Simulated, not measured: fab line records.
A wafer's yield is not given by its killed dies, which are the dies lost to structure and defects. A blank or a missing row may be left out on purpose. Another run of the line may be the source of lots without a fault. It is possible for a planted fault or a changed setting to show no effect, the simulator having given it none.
Chamber matching -- flow nand_harc -- NHARC_A_WL_FILL_ETCHBACK_26 on rie_si-03: 4 sister chambers
The step etches the open film in HBr, target depth 52 nm, time 13.3 s. 4 wafers are shown with their chamber, then 10 later ones without.

EACH WAFER AND ITS CHAMBER
wafer,chamber,drypump_motor_current_A (A)
L078.5,2,5.7
L088.6,3,5.2
L091.1,1,6.2
L091.3,0,6.6

WAFERS WITH NO CHAMBER GIVEN
wafer,drypump_motor_current_A (A)
L091.4,5.7
L092.2,5.3
L092.4,5.7
L092.6,5.2
L093.1,5.7
L093.5,6.6
L093.6,5.3
L097.1,6.2
L097.2,5.7
L097.6,6.6

WHICH CHAMBER EACH ONE RAN IN
wafer,from the rows above,in truth
L091.4,2,2
L092.2,3,3
L092.4,2,2
L092.6,3,3
L093.1,2,2
L093.5,0,0
L093.6,3,3
L097.1,1,1
L097.2,2,2
L097.6,0,0
Correct placement for 10 of the 10. Can't be placed from these rows: 0. Placed wrongly: 0.
How it was worked out, from the rows above alone: a wafer's distance from a chamber is the root of the sum, over the readings, of the square of ((its reading less the chamber's mean) divided by the reading's scatter). If the next closest chamber is less than 2 further off than the closest, the wafer can't be placed; otherwise it belongs to the closest. Each chamber's mean is taken over the wafers shown for it. The scatter: root of mean squared gap, hidden wafer to nearest shown wafer, with one shown wafer a chamber.
